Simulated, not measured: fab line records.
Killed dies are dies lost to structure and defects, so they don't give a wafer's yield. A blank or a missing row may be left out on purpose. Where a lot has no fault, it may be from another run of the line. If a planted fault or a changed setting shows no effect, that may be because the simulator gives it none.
Chamber matching | flow nandHarc | NHARC_A_BONDPAD_DEP_00 on pecvd-03: 3 sister chambers
The step deposits SiCN, target thk 250 nm. 18 wafers are shown with their chamber, then 9 later ones without.

== WAFERS WITH THEIR CHAMBER ==
wafer  | chamber | heaterPowerW (W) | chamberPressureTorr (Torr) | rfFwdPowerW (W)
L078.4 | 1       | 467              | 2.999                      | 451.2
L078.5 | 2       | 527              | 2.995                      | 450.6
L078.6 | 0       | 617              | 3.004                      | 450.1
L080.1 | 1       | 567              | 2.998                      | 449.3
L080.4 | 2       | 571              | 3.003                      | 451.4
L080.6 | 0       | 653              | 3.002                      | 452.0
L081.1 | 0       | 550              | 3.001                      | 450.4
L081.3 | 1       | 471              | 2.995                      | 447.7
L081.6 | 1       | 500              | 3.008                      | 448.1
L083.1 | 0       | 647              | 3.011                      | 449.5
L083.5 | 2       | 569              | 2.997                      | 451.1
L083.6 | 0       | 650              | 3.000                      | 449.8
L084.2 | 2       | 507              | 2.991                      | 447.8
L084.3 | 1       | 559              | 3.000                      | 450.2
L084.5 | 2       | 516              | 3.002                      | 448.4
L086.1 | 0       | 619              | 3.001                      | 448.5
L086.2 | 2       | 559              | 2.995                      | 448.7
L086.3 | 1       | 520              | 2.999                      | 450.7

SIGNATURES, as means of the wafers listed above
reading             | chamber 0 | chamber 1 | chamber 2 | scatter within a chamber
heaterPowerW        | 622.67    | 514.00    | 541.50    | 37.1
chamberPressureTorr | 3.00317   | 2.99983   | 2.99717   | 0.00434
rfFwdPowerW         | 450.050   | 449.533   | 449.667   | 1.38
Rule: a wafer's distance from a chamber is the root of the sum, over the readings, of the square of ((its reading less the chamber's mean) divided by the reading's scatter). If the next closest chamber is less than 2 further off than the closest, the wafer can't be placed; otherwise it belongs to the closest. The scatter: the root of (the sum of the squares of (reading less its chamber's mean) over the shown wafers, divided by (wafers less chambers)).

== WAFERS WITHOUT THEIR CHAMBER ==
wafer  | heaterPowerW (W) | chamberPressureTorr (Torr) | rfFwdPowerW (W)
L088.1 | 548              | 2.989                      | 446.5
L088.3 | 541              | 3.004                      | 448.3
L088.4 | 611              | 2.992                      | 446.3
L091.1 | 563              | 3.011                      | 449.0
L091.2 | 552              | 2.998                      | 449.7
L091.5 | 575              | 3.006                      | 446.4
L095.1 | 590              | 3.007                      | 447.9
L095.2 | 537              | 2.993                      | 448.9
L095.5 | 584              | 2.993                      | 448.4

== WHICH CHAMBER EACH WENT THROUGH ==
wafer  | from the rows above          | in truth
L088.1 | can't be placed: 2 or 1 or 0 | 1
L088.3 | can't be placed: 1 or 2 or 0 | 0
L088.4 | can't be placed: 2 or 0 or 1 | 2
L091.1 | can't be placed: 0 or 1 or 2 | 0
L091.2 | can't be placed: 2 or 1 or 0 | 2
L091.5 | can't be placed: 0 or 1 or 2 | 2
L095.1 | can't be placed: 0 or 1 or 2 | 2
L095.2 | can't be placed: 2 or 1      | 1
L095.5 | can't be placed: 2 or 1 or 0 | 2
0 of 9 placed correctly. Can't be placed from these rows: 9 (the true chamber is among the candidates in 9). Wrongly placed: 0.
